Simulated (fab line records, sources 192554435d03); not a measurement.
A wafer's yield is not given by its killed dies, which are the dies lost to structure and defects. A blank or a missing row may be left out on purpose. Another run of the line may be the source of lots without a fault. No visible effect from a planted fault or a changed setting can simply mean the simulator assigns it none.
Matching of chambers / flow n5Finfet / 4 sister chambers for N5_HKMG_FIN_ALD_79 on aldMetal-02
The step deposits TiN, target thk 1.5 nm, pulse time 1 s, purge time 3 s. 4 wafers are shown with their chamber, then 12 later ones without.

## WAFERS WITH THEIR CHAMBER
wafer=L082.2; chamber=1; heaterPowerW (W)=716
wafer=L084.2; chamber=0; heaterPowerW (W)=756
wafer=L084.3; chamber=2; heaterPowerW (W)=852
wafer=L084.5; chamber=3; heaterPowerW (W)=916

## WAFERS WHOSE CHAMBER IS MISSING
wafer=L086.1; heaterPowerW (W)=704
wafer=L086.3; heaterPowerW (W)=888
wafer=L086.4; heaterPowerW (W)=868
wafer=L087.1; heaterPowerW (W)=916
wafer=L087.3; heaterPowerW (W)=739
wafer=L087.6; heaterPowerW (W)=709
wafer=L092.2; heaterPowerW (W)=927
wafer=L092.5; heaterPowerW (W)=942
wafer=L092.6; heaterPowerW (W)=752
wafer=L097.2; heaterPowerW (W)=934
wafer=L097.5; heaterPowerW (W)=928
wafer=L097.6; heaterPowerW (W)=840

## CHAMBER TAKEN BY EACH
wafer=L086.1; from the rows above=1; in truth=1
wafer=L086.3; from the rows above=can't be placed: 3 or 2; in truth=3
wafer=L086.4; from the rows above=2; in truth=2
wafer=L087.1; from the rows above=3; in truth=3
wafer=L087.3; from the rows above=can't be placed: 0 or 1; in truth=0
wafer=L087.6; from the rows above=1; in truth=1
wafer=L092.2; from the rows above=3; in truth=3
wafer=L092.5; from the rows above=3; in truth=3
wafer=L092.6; from the rows above=0; in truth=0
wafer=L097.2; from the rows above=3; in truth=3
wafer=L097.5; from the rows above=3; in truth=3
wafer=L097.6; from the rows above=2; in truth=2
Correct placement for 10 of the 12. Unplaceable from these rows: 2, with the true chamber sitting among the candidates in 2. Number placed wrongly: 0.
How it was worked out, from the rows above alone: a wafer's distance from a chamber is the root of the sum, over the readings, of the square of ((its reading less the chamber's mean) divided by the reading's scatter). The wafer belongs to the nearest chamber; if the next one is less than 2 further off, it can't be placed. A chamber's mean is the mean of its shown wafers. The scatter (one wafer shown for each chamber): square how far every hidden wafer sits from the nearest shown wafer, average those squares and take the square root.
